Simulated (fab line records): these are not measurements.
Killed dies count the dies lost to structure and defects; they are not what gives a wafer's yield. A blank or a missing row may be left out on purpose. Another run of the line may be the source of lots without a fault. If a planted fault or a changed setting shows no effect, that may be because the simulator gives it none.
fab line records + flow n5-finfet
record:
- lots: 3
- wafers: 9
- last-day: 18
route steps=1938 shown BEOL_M0_SAQP@646 BEOL_M0_CUTY@710 BEOL_M4@1111 PASSIVATION@1936
lots that met no fault: from a run of the same line without faults
start-h: the number of hours between the record's first day and the start of the first shown wafer of the lot + wait-h: hours from the lot's prior step to this one + " identical to the entry in the row above + L1.1+2: a single row standing in for several wafers + - either no value or no given start + * or withheld: withheld + < > ~ a bound
route shown NAME@n: NAME is a module with steps in the file, n the number in the route of the first one + usual: average and standard deviation across the fault-free wafers + same: alike in all rows + chamber/n: place in a boat + sites: readings site by site + _std_site: their standard deviation + _edge_site: inner sites' mean taken away from outer sites' mean + radius-mm: for every site, how far away it sits from the centre of the wafer + mask NAME#n: copy n + behind: the most recent tool/chamber to have shaped the wafer + hold: why the lot was held/for how many hours/how that ended + device: transistor that didn't switch, given as n, p or np + end of line: tests of these same wafers at the route's end + step lacking rows: just its recipe + killed: dies that structure and defects cost at the first sort, which is not the same as the wafer's yield + map: the dies of a wafer, with x for killed, . for not killed, _ for no die there
set.NAME: the setting that was run; set.NAME@STEP: the one run at that earlier step + model.NAME: the simulator's own value behind a step, which no gauge read
lots at selected steps of the route; one table per step, one row per wafer
services: when a tool's chamber went out of use (start-h, in hours from the record's first day, below 0 if earlier), for how many hours, and the reason
== steps ==
step: N5_BEOL_M0_SAQP_EXPOSE_11
recipe:
- mask-id: M0_CORE
- na: 1.35
- source-shape: dipole
- sigma-inner: 0.538
- sigma-outer: 0.738
- polarization: te
- target-cd-nm: 42
- dose-mj: 55
step: N5_BEOL_M0_SAQP_PEB_12
recipe:
- peb-temp-c: withheld
- peb-time-s: 60
- resist: CAR-ArF
step: N5_BEOL_M0_SAQP_DEVELOP_13
recipe:
- develop-time-s: 30
- developer: TMAH
- resist: CAR-ArF
- dev-temp-c: 23
- rinse-liquid: diw
- dry: air-spin
step: N5_BEOL_M0_SAQP_DESCUM_19
recipe:
- chemistry: O2
- time-s: 7.9
- source-power-w: 50
- bias-power-w: 20
- pressure-mtorr: 20
- rf-frequency-hz: 2.712e+07
- temp-c: 40
- resist: CAR-ArF
- o2-flow-sccm: 225
step: N5_BEOL_M0_SAQP_ETCH_83
recipe:
- chemistry: CF4
- target: SiARC
- target-depth-a: 390
- mask-material: CAR-ArF
- time-s: 65
- ion-energy-ev: 80
- pressure-mtorr: 40
- source-w: 545
- bias-w: 36
- Ar_flow_sccm: 100
- cf4-flow-sccm: 100
- ends: cleared
step: N5_BEOL_M0_SAQP_ETCH_84
recipe:
- chemistry: N2/H2
- target: SOC
- target-depth-a: 1000
- overetch-a: 200
- mask-material: SiARC
- temp-c: 40
- time-s: 150
- ion-energy-ev: 200
- pressure-mtorr: 30
- source-w: 840
- bias-w: 150
- n2-flow-sccm: 200
- h2-flow-sccm: 200
step: N5_BEOL_M0_SAQP_STRIP_80
recipe:
- chemistry: N2/H2
- temp-c: 40
- n2-flow-sccm: 200
- h2-flow-sccm: 200
- rf-frequency-hz: 6e+07
step: N5_BEOL_M0_SAQP_HM_OPEN_112
recipe:
- chemistry: CHF3/O2
- target: SiO2
- stop-on: a-Si
- target-depth-a: 120
- over-etch-frac: 1.25
- mask-material: SOC
- time-s: 13.5
- pressure-mtorr: 30
- source-w: 650
- bias-w: 170
- Ar_flow_sccm: 200
- CHF3_flow_sccm: 50
- O2_flow_sccm: 5
- ion-energy-ev: 200
- ends: end-point
step: N5_BEOL_M0_SAQP_STRIP_113
recipe:
- chemistry: CHF3/O2
- resist: SiARC
- rf-frequency-hz: 6e+07
step: N5_BEOL_M0_SAQP_MANDREL_ETCH_20
recipe:
- target-depth-a: 600
- chemistry: HBr/Cl2
- target: a-Si
- stop-on: SiNx
- bt-time-s: 10
- mask-material: SOC
- over-etch-frac: 0.5
- time-s: 30
- pressure-mtorr: 10
- icp-w: 800
- bias-w: 75
- HBr_flow_sccm: 150
- Cl2_flow_sccm: 80
- ends: end-point
usual:
- drypump-motor-current-A: 5.7/0.54
- oes-product-au: 0.774/0.014
- throttle-valve-pct: 35.44/0.27
same:
- bt-time-s: 10
| lot.wafer | tool      | chamber | start-h | wait-h | drypump-motor-current-A | oes-product-au | rf-hours-counter-h | throttle-valve-pct |
|-----------|-----------|---------|---------|--------|-------------------------|----------------|--------------------|--------------------|
| L958.3    | rie-si-05 | 1       | 151.74  | 0.0    | 4.9                     | 0.772          | 1                  | 35.31              |
| L958.4    | "         | 2       | "       | "      | 6.2                     | 0.777          | 60                 | 35.61              |
| L958.6    | "         | 1       | "       | "      | 4.9                     | 0.794          | -                  | 35.30              |
| L973.3    | rie-si-05 | 3       | 238.53  | 0.0    | 6.5                     | 0.767          | 2                  | 35.50              |
| L973.5    | "         | 1       | "       | "      | 4.9                     | 0.794          | -                  | 35.30              |
| L973.6    | "         | 0       | "       | "      | 5.2                     | 0.777          | -                  | 35.32              |
| L974.1    | rie-si-06 | 0       | 248.69  | 0.0    | 5.8                     | 0.799          | 3                  | 34.84              |
| L974.2    | "         | 1       | "       | "      | 5.0                     | 0.776          | 108                | 35.49              |
| L974.3    | "         | 2       | "       | "      | 5.7                     | 0.777          | 8                  | 34.96              |
step: N5_BEOL_M0_SAQP_STRIP_86
recipe:
- chemistry: N2/H2
- power-w: 500
- temp-c: 40
- pressure-mtorr: 50
- rf-frequency-hz: 6e+07
- overash-fraction: 0.3
- bias-power-w: 28
- h2-frac: 0.5
- n2-flow-sccm: 300
- h2-flow-sccm: 300
step: N5_BEOL_M0_SAQP_STRIP_115
recipe:
- chemistry: post-etch-residue-remover
- time-s: 60
- temp-c: 25
- remover-ph: withheld
- remover-water-wt-pct: withheld
- remover-fluoride-wt-pct: withheld
step: N5_BEOL_M0_SAQP_SRD_93
recipe:
- dry: ipa-marangoni
- time-s: 30
- temp-c: 23
- rinse-liquid: diw
step: N5_BEOL_M0_SAQP_RECESS_114
recipe:
- chemistry: HF/NH3
- target: SiO2
- target-depth-a: 144
- afs-cycles: 3
- temp-c: 30
- sublimation-temp-c: 180
- sublimation-time-s: 60
step: N5_BEOL_M0_SAQP_SPACER1_ALD_98
recipe:
- material: SiO2
- target-thk-a: 128
- temp-c: 300
- ald-precursor-family: BDEAS
- ald-co-reactant: O2-plasma
- pulse-time-s: 1
- purge-time-s: 2
- co-reactant-purge-time-s: 2
- ald-cycles: 138
- pressure-torr: 2
step: N5_BEOL_M0_SAQP_SPACER1_ETCHBACK_99
recipe:
- chemistry: CHF3/O2
- mode: anisotropic-etchback
- target: SiO2
- target-depth-a: 154
- time-s: 7.7
- pressure-mtorr: 30
- source-w: 650
- bias-w: 170
- Ar_flow_sccm: 200
- CHF3_flow_sccm: 50
- O2_flow_sccm: 5
- ion-energy-ev: 200
step: N5_BEOL_M0_SAQP_MANDREL1_REMOVE_100
recipe:
- chemistry: HBr/Cl2/O2
- bt-time-s: 10
- target: a-Si
- stop-on: SiNx
- endpoint: OES-SiCl
- over-etch-frac: 0.85
- icp-w: 600
- bias-w: 30
- HBr_flow_sccm: 150
- Cl2_flow_sccm: 80
- O2_flow_sccm: 5
- pressure-mtorr: 10
step: N5_BEOL_M0_SAQP_ETCH_101
recipe:
- chemistry: CH3F/O2
- target: SiNx
- mask-material: SiO2
- target-depth-a: 299
- time-s: 42.7
- pressure-mtorr: 30
- source-w: 395
- bias-w: 73
- Ar_flow_sccm: 150
- CH3F_flow_sccm: 30
- O2_flow_sccm: 20
- ion-energy-ev: 120
step: N5_BEOL_M0_SAQP_ETCH_102
recipe:
- chemistry: CF4
- target: SiO2
- target-depth-a: 40
- ion-energy-ev: 350
- time-s: 4.4
- pressure-mtorr: 10
- icp-w: 800
- bias-w: 400
- cf4-flow-sccm: 80
step: N5_BEOL_M0_SAQP_MANDREL_ETCH_103
recipe:
- chemistry: HBr/Cl2
- target: a-Si
- target-depth-a: 450
- bt-time-s: 10
- stop-on: SiCN
- mask-material: SiO2
- over-etch-frac: 0.8
- time-s: 27
- pressure-mtorr: 10
- icp-w: 800
- bias-w: 75
- HBr_flow_sccm: 150
- Cl2_flow_sccm: 80
- ends: end-point
step: N5_BEOL_M0_SAQP_RECESS_104
recipe:
- chemistry: HF/NH3
- target: SiO2
- target-depth-a: 180
- afs-cycles: 3
- temp-c: 30
- sublimation-temp-c: 180
- sublimation-time-s: 60
step: N5_BEOL_M0_SAQP_COAT_105
recipe:
- resist: SOC
- temp-c: 250
- time-s: 60
- spin-rpm: 1500
- resist-thk-nm: 100
step: N5_BEOL_M0_SAQP_ETCH_106
recipe:
- chemistry: N2/H2
- target: SOC
- target-depth-a: 1500
- stop-on: SiNx
- ion-energy-ev: 100
- bias-w: 61
- pressure-mtorr: 30
- source-w: 850
- n2-flow-sccm: 200
- h2-flow-sccm: 200
step: N5_BEOL_M0_SAQP_ETCH_107
recipe:
- chemistry: CH3F/O2
- target: SiNx
- target-depth-a: 300
- mask-material: SOC
- pressure-mtorr: 30
- source-w: 395
- bias-w: 73
- Ar_flow_sccm: 150
- CH3F_flow_sccm: 30
- O2_flow_sccm: 20
- ion-energy-ev: 120
step: N5_BEOL_M0_SAQP_STRIP_108
recipe:
- chemistry: N2/H2
- power-w: 500
- temp-c: 40
- pressure-mtorr: 50
- rf-frequency-hz: 6e+07
- overash-fraction: 0.3
- bias-power-w: 28
- h2-frac: 0.5
- n2-flow-sccm: 300
- h2-flow-sccm: 300
step: N5_BEOL_M0_SAQP_RECESS_109
recipe:
- chemistry: HF/NH3
- target: SiO2
- target-depth-a: 30
- afs-cycles: 1
- temp-c: 30
- sublimation-temp-c: 180
- sublimation-time-s: 60
step: N5_BEOL_M0_SAQP_SPACER2_ALD_26
recipe:
- material: SiO2
- target-thk-a: 150
- temp-c: 300
- ald-precursor-family: BDEAS
- ald-co-reactant: O2-plasma
- pulse-time-s: 1
- purge-time-s: 2
- co-reactant-purge-time-s: 2
- pressure-torr: 2
step: N5_BEOL_M0_SAQP_SPACER2_ETCHBACK_27
recipe:
- chemistry: CHF3/O2
- mode: anisotropic-etchback
- target: SiO2
- target-depth-a: 225
- time-s: 11.25
- pressure-mtorr: 30
- source-w: 650
- bias-w: 170
- Ar_flow_sccm: 200
- CHF3_flow_sccm: 50
- O2_flow_sccm: 5
- ion-energy-ev: 200
step: N5_BEOL_M0_SAQP_MANDREL2_REMOVE_110
recipe:
- chemistry: HBr/Cl2/O2
- bt-time-s: 10
- target: a-Si
- stop-on: SiCN
- endpoint: OES-SiCl
- over-etch-frac: 1
- icp-w: 600
- bias-w: 30
- HBr_flow_sccm: 150
- Cl2_flow_sccm: 80
- O2_flow_sccm: 5
- pressure-mtorr: 10
step: N5_BEOL_M0_SAQP_COAT_69
recipe:
- resist: SOC
- temp-c: 250
- time-s: 60
- spin-rpm: 1500
- resist-thk-nm: 90
step: N5_BEOL_M0_SAQP_COAT_72
recipe:
- resist: SiARC
- temp-c: 220
- time-s: 60
- spin-rpm: 1500
- resist-thk-nm: 15
step: N5_BEOL_M0_SAQP_COAT_87
recipe:
- resist: underlayer
- temp-c: 205
- time-s: 60
- spin-rpm: 1500
- resist-thk-nm: 5
step: N5_BEOL_M0_SAQP_COAT_34
recipe:
- resist: CAR-EUV
- spin-rpm: 1500
- resist-thk-nm: 30
step: N5_BEOL_M0_SAQP_EBR_36
recipe:
- solvent: PGMEA
- ebr-width-mm: 1.5
step: N5_BEOL_M0_SAQP_SOFTBAKE_35
recipe:
- temp-c: 110
- time-s: 60
- resist: CAR-EUV
step: N5_BEOL_M0_SAQP_EXPOSE_37
recipe:
- mask-id: M0_CUT1
- na: 0.33
- source-shape: annular
- sigma-inner: 0.35
- sigma-outer: 0.8
- polarization: unpolarized
- target-cd-nm: 30
- dose-mj: 44.75
step: N5_BEOL_M0_SAQP_PEB_38
recipe:
- peb-temp-c: 100
- peb-time-s: 60
- resist: CAR-EUV
step: N5_BEOL_M0_SAQP_INSPECT_42
recipe:
- mode: adi
- inspect-instrument: brightfield
usual:
- raw-defect-count: 278/100
| lot.wafer | tool              | chamber | start-h | wait-h | raw-defect-count |
|-----------|-------------------|---------|---------|--------|------------------|
| L958.3    | defect-inspect-02 | -       | 155.34  | 0.0    | 1119             |
| L958.4    | "                 | -       | "       | "      | 236              |
| L958.6    | "                 | -       | "       | "      | 1161             |
| L973.3    | defect-inspect-02 | -       | 243.03  | 0.0    | 390              |
| L973.5    | "                 | -       | "       | "      | 167              |
| L973.6    | "                 | -       | "       | "      | 191              |
| L974.1    | defect-inspect-02 | -       | 252.16  | 0.1    | 251              |
| L974.2    | "                 | -       | "       | "      | 190              |
| L974.3    | "                 | -       | "       | "      | 284              |
step: N5_BEOL_M0_CUTY_INSPECT_59
recipe:
- mode: adi
- inspect-instrument: macro
usual:
- raw-defect-count: 2.0/1.5
| lot.wafer | tool              | chamber | start-h | wait-h | raw-defect-count |
|-----------|-------------------|---------|---------|--------|------------------|
| L958.3    | defect-inspect-01 | -       | 157.46  | 0.0    | >300             |
| L958.4    | "                 | -       | "       | "      | 1                |
| L958.6    | "                 | -       | "       | "      | >300             |
| L973.3    | defect-inspect-01 | -       | 244.35  | 0.0    | 2                |
| L973.5    | "                 | -       | "       | "      | 3                |
| L973.6    | "                 | -       | "       | "      | 1                |
| L974.1    | defect-inspect-01 | -       | 253.46  | 0.0    | 0                |
| L974.2    | "                 | -       | "       | "      | 2                |
| L974.3    | "                 | -       | "       | "      | 2                |
step: N5_BEOL_M4_RC_MEAS_101
usual:
- DIBL_N: 36.9/1.7
- DIBL_P: 36.7/2.1
- IOFF_N: 0.17/0.032
- IOFF_P: 0.22/0.036
- ION_N: 674/12
- ION_P: 461/7
- SS_N: 71.7/0.6
- SS_P: 73.4/0.67
- VT_N: 249/3.1
- VT_P: -250/3.2
| lot.wafer | tool      | chamber | start-h | wait-h | DIBL_N[mV/V] | DIBL_P[mV/V] | IOFF_N[nA/um] | IOFF_P[nA/um] | ION_N[uA/um] | ION_P[uA/um] | SS_N[mV/dec] | SS_P[mV/dec] | VT_N[mV] | VT_P[mV] |
|-----------|-----------|---------|---------|--------|--------------|--------------|---------------|---------------|--------------|--------------|--------------|--------------|----------|----------|
| L958.3    | prober-01 | 0       | 200.47  | 0.3    | 38.4         | 37.9         | 0.20          | 0.25          | 674          | 461          | 71.8         | 73.3         | 247      | -246     |
| L958.4    | "         | 0       | "       | "      | 38.3         | 38.1         | 0.18          | 0.25          | 676          | 465          | 71.8         | 73.6         | 248      | -248     |
| L958.6    | "         | 0       | "       | "      | 37.9         | 37.5         | 0.17          | 0.23          | 676          | 467          | 71.5         | 73.8         | 250      | -248     |
| L973.3    | prober-02 | 0       | 295.51  | 0.3    | 40.0         | 40.8         | 0.26          | 0.32          | 698          | 473          | 73.2         | 75.6         | 244      | -245     |
| L973.5    | "         | 0       | "       | "      | 38.0         | 38.5         | 0.20          | 0.27          | 691          | 468          | 72.0         | 73.5         | 250      | -246     |
| L973.6    | "         | 0       | "       | "      | 37.7         | 38.6         | 0.20          | 0.28          | 682          | 466          | 71.4         | 74.5         | 247      | -246     |
| L974.1    | prober-01 | 0       | 311.87  | 0.0    | 38.3         | 38.6         | 0.16          | 0.23          | 664          | 460          | 71.9         | 73.7         | 253      | -250     |
| L974.2    | "         | 0       | "       | "      | 39.1         | 38.7         | 0.19          | 0.25          | 687          | 477          | 72.6         | 73.6         | 248      | -248     |
| L974.3    | "         | 0       | "       | "      | 38.0         | 37.7         | 0.15          | 0.22          | 659          | 457          | 71.8         | 73.3         | 252      | -251     |
step: N5_PASSIVATION_PROBE_49
usual:
- defect-limited-yield: 91.7/1.5
- killed_at_M0_to_M3: 32/9.6
- killed_at_M4_up: 13/5.3
- killed-at-contacts: 12/6.8
- killed-at-front-end: 36/9.8
- killed-at-other: 4/3.1
- killed-dies: 98/17
- killed-open: 65/13
- killed-short: 32/8.5
- sort_bin_5_function: 4.9/0.93
- sort_bin_6_memory: 3.2/0.67
- sort_bin_8_speed: 0.00/0.02
- sort-n-pass: 1082/17
- sort-yield-pct: 91.7/1.4
same:
- gross-dies: 1180
- killed-at-back-side: 0
- sort_bin_4_leakage[%]: 0
| lot.wafer | tool      | chamber | start-h | wait-h | defect-limited-yield[%] | killed_at_M0_to_M3 | killed_at_M4_up | killed-at-contacts | killed-at-front-end | killed-at-other | killed-dies | killed-open | killed-short | sort_bin_5_function[%] | sort_bin_6_memory[%] | sort_bin_8_speed[%] | sort-n-pass | sort-yield-pct[%] |
|-----------|-----------|---------|---------|--------|-------------------------|--------------------|-----------------|--------------------|---------------------|-----------------|-------------|-------------|--------------|------------------------|----------------------|---------------------|-------------|-------------------|
| L958.3    | prober-02 | -       | 306.17  | 0.1    | 78.4                    | 188                | 8               | 8                  | 38                  | 13              | 255         | 59          | 47           | 13.4                   | 4.8                  | 0                   | 925         | 78.4              |
| L958.6    | prober-02 | -       | 306.32  | 0.3    | 79.7                    | 167                | 15              | 14                 | 40                  | 3               | 239         | 62          | 26           | 11.9                   | 4.7                  | 0                   | 941         | 79.7              |
killed by level:class
L958.3 BEOL_M0_SAQP:unspecified=148 BEOL_M0_SAQP:geometric-particle:short=16 STI_FIN_REVEAL:geometric-particle:open=10 BEOL_M0_SAQP:geometric-particle:open=9 MIM_TOP:geometric-particle:open=7 FIN_SAQP:geometric-particle:short=6 MOL_CONTACT_COAG:geometric-particle:open=6 FIN_SAQP:geometric-particle:open=4
L958.6 BEOL_M0_SAQP:unspecified=149 STI_FIN_REVEAL:geometric-particle:open=15 MOL_CONTACT_COAG:geometric-particle:open=12 FIN_SAQP:geometric-particle:short=6 BEOL_M0_SAQP:geometric-particle:open=5 FIN_SAQP:geometric-particle:open=4 STI_FIN_REVEAL:geometric-particle:short=4 GATE_CUT:geometric-particle:open=4
map L958.3 (x killed, . not)
_________________xx.x.....x..________________
______________..........x......._____________
___________.........x..x...........__________
__________.....................x...._________
________.x.....................x......_______
_______x................xx..x..x...x...______
______x........x..........xx..x........x_____
_____x.................xx.x..x.....x.....____
____x.x....x........x...xxxxxxx.xx........___
___.................xxxxxxxxxxxxx.......x..__
___.................x.xxxxxxxxxxxx.........__
__..................xxxxxxxxxxxxxx.........._
__.......x....x..xx.xxxxxxxxxxxxxx..x......x_
_......x........xxxxxxxxxxxxxxxxx..........x.
_..................xxxxxxxxxxxxxxxx..x.......
_x.........x.......xxxxxxxxxxxxxxx...........
_..x.x...x...x.....xxxxxxxxxxxxxxxx....x.....
_.........x........x.x.xxxxxxxxx...........x.
_...................xxx..xxx..xxx.x...x......
_............x..........x.x.............x..x.
_x.......x..............x.....x........x....x
__.x..........................x....x........_
__..........x..x.......x.............x....x._
___.x.......x...x..........................__
___....xx...x..............................__
____.....x.....xx......x......xx..........___
_____....x................x...x..x...x...____
______x........x............x.........xx_____
_______....x....xx......x..............______
________...x.......x.................._______
__________..x.................x...x._________
___________.....x..................__________
______________.........x.....x.._____________
_________________..x.......x.________________
map L973.5 (x killed, . not)
_________________......x...x.________________
______________.........x........_____________
___________..x..........xx..x..xx..__________
__________.x......x................._________
________................x...........x._______
_______x.x..x.....x.....x.......x......______
______.....x.x........x............x...._____
_____.x..............xx...x..............____
____....x.....................x...........___
___.x.......x.xx..........xx.....x....x.x.x__
___x..............x...x....................__
__..........x..............................._
__...x..x..x..........x....................x_
_......xx..x....x..............x.............
_...x.............x.......xx......x..........
_..................x.x.x.x...................
_.....x...................x.................x
_.....x..............x......x..............x.
_....................x..................x...x
_x.............x..x..........x..xxx..........
_.........x.x....xx......x....x........x.....
__..............x................x.........._
__.............x.......x................x..._
___.........x............x......x..........__
___......x......x..............xx.x........__
____.......x...........x..................___
_____...............x............x.xx....____
______............xx.x...............x.x_____
_______.....x.....x......xx..x.........______
________xx................x..........._______
__________.....x..x..x.......x......_________
___________x.x................x....__________
______________.....x............_____________
_________________..xx........________________
== services ==
| tool      | chamber | start-h | hours | kind   |
|-----------|---------|---------|-------|--------|
| rie-si-06 | -       | 217.52  | 0.3   | repair |
== key ==
first-sign:
- step: N5_BEOL_M0_SAQP_INSPECT_42
- reading: raw-defect-count
- direction: up
- sigmas: 8.6
- usual: 278
- struck: 1140
effect:
- step: N5_BEOL_M0_CUTY_INSPECT_59
- reading: raw-defect-count
- direction: up
- sigmas: 99+
- usual: 2.0
- struck: >300
effect:
- step: N5_PASSIVATION_PROBE_49
- reading: killed_at_M0_to_M3
- direction: up
- sigmas: 15
- usual: 32
- struck: 178
more-kills-born-at:
- N5_BEOL_M0_SAQP_MANDREL_ETCH_20@rie-si-05: 297
met-at N5_BEOL_M0_SAQP_MANDREL_ETCH_20
struck-wafers L958.3,L958.6
fault:
- kind: chamber-particle-source
- tool: rie-si-05
- chamber: 1
- onset-h: 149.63
- steps: N5_BEOL_M0_SAQP_MANDREL_ETCH_20
- rate-per-visit-cm2: 1.3344
- end-h: 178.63
